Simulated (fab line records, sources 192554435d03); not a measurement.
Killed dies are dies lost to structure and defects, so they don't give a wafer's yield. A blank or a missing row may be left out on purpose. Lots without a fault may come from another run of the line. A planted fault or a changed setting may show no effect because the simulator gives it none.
Chamber matching | flow n5_finfet | N5_BEOL_M11_ILD_DEP_00 on pecvd-04: 3 sister chambers
The step deposits SiCOH lowk from DEMS/porogen, target thk 308.51 nm, time 58 s. 3 wafers are shown with their chamber, then 11 later ones without.

WAFERS WITH THEIR CHAMBER
wafer  | chamber | heater_power_w (W)
L084.6 | 2       | 309
L086.4 | 0       | 344
L088.1 | 1       | 262

WAFERS WITHOUT THEIR CHAMBER
wafer  | heater_power_w (W)
L088.3 | 282
L088.5 | 300
L089.2 | 270
L089.4 | 279
L089.5 | 233
L091.2 | 286
L091.4 | 301
L091.5 | 229
L097.2 | 298
L097.4 | 298
L097.6 | 306

WHICH CHAMBER EACH WENT THROUGH
wafer  | from the rows above          | in truth
L088.3 | can't be placed: 1 or 2      | 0
L088.5 | can't be placed: 2 or 1 or 0 | 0
L089.2 | can't be placed: 1 or 2      | 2
L089.4 | can't be placed: 1 or 2      | 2
L089.5 | 1                            | 1
L091.2 | can't be placed: 2 or 1 or 0 | 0
L091.4 | can't be placed: 2 or 1 or 0 | 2
L091.5 | 1                            | 1
L097.2 | can't be placed: 2 or 1 or 0 | 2
L097.4 | can't be placed: 2 or 1 or 0 | 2
L097.6 | can't be placed: 2 or 0      | 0
Placed correctly: 2 of 11. Can't be placed from these rows: 9 (the true chamber is among the candidates in 8). Placed wrongly: 0.
How it was worked out, from the rows above alone: a wafer's distance from a chamber is the root of the sum, over the readings, of the square of ((its reading less the chamber's mean) divided by the reading's scatter). The wafer belongs to the nearest chamber; if the next one is less than 2 further off, it can't be placed. A chamber's mean is the mean of its shown wafers. The scatter: with one shown wafer a chamber, the root of the mean of the squares of how far each hidden wafer lies from its nearest shown one.
